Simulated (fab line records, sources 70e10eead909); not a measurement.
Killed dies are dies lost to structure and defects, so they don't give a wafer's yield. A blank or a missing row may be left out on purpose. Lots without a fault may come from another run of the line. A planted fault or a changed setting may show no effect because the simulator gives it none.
Chamber matching | flow nand_harc | NHARC_A_BLC_ETCH_16 on rie_diel-03: 4 sister chambers
The step etches the open film in CF4, target depth 39 nm, time 65 s. 4 wafers are shown with their chamber, then 7 later ones without.

WAFERS WITH THEIR CHAMBER
wafer  | chamber | drypump_motor_current_A (A)
L193.5 | 2       | 6.3
L194.3 | 0       | 5.3
L197.1 | 1       | 5.9
L197.4 | 3       | 5.6

WAFERS WITHOUT THEIR CHAMBER
wafer  | drypump_motor_current_A (A)
L197.6 | 6.4
L209.2 | 5.7
L209.5 | 5.3
L209.6 | 6.3
L214.3 | 6.3
L214.5 | 5.3
L214.6 | 5.9

WHICH CHAMBER EACH WENT THROUGH
wafer  | from the rows above     | in truth
L197.6 | 2                       | 2
L209.2 | can't be placed: 3 or 1 | 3
L209.5 | 0                       | 0
L209.6 | 2                       | 2
L214.3 | 2                       | 2
L214.5 | 0                       | 0
L214.6 | 1                       | 1
Placed correctly: 6 of 7. Can't be placed from these rows: 1 (the true chamber is among the candidates in 1). Placed wrongly: 0.
How it was worked out, from the rows above alone: a wafer's distance from a chamber is the root of the sum, over the readings, of the square of ((its reading less the chamber's mean) divided by the reading's scatter). The wafer belongs to the nearest chamber; if the next one is less than 2 further off, it can't be placed. A chamber's mean is the mean of its shown wafers. The scatter: with one shown wafer a chamber, the root of the mean of the squares of how far each hidden wafer lies from its nearest shown one.
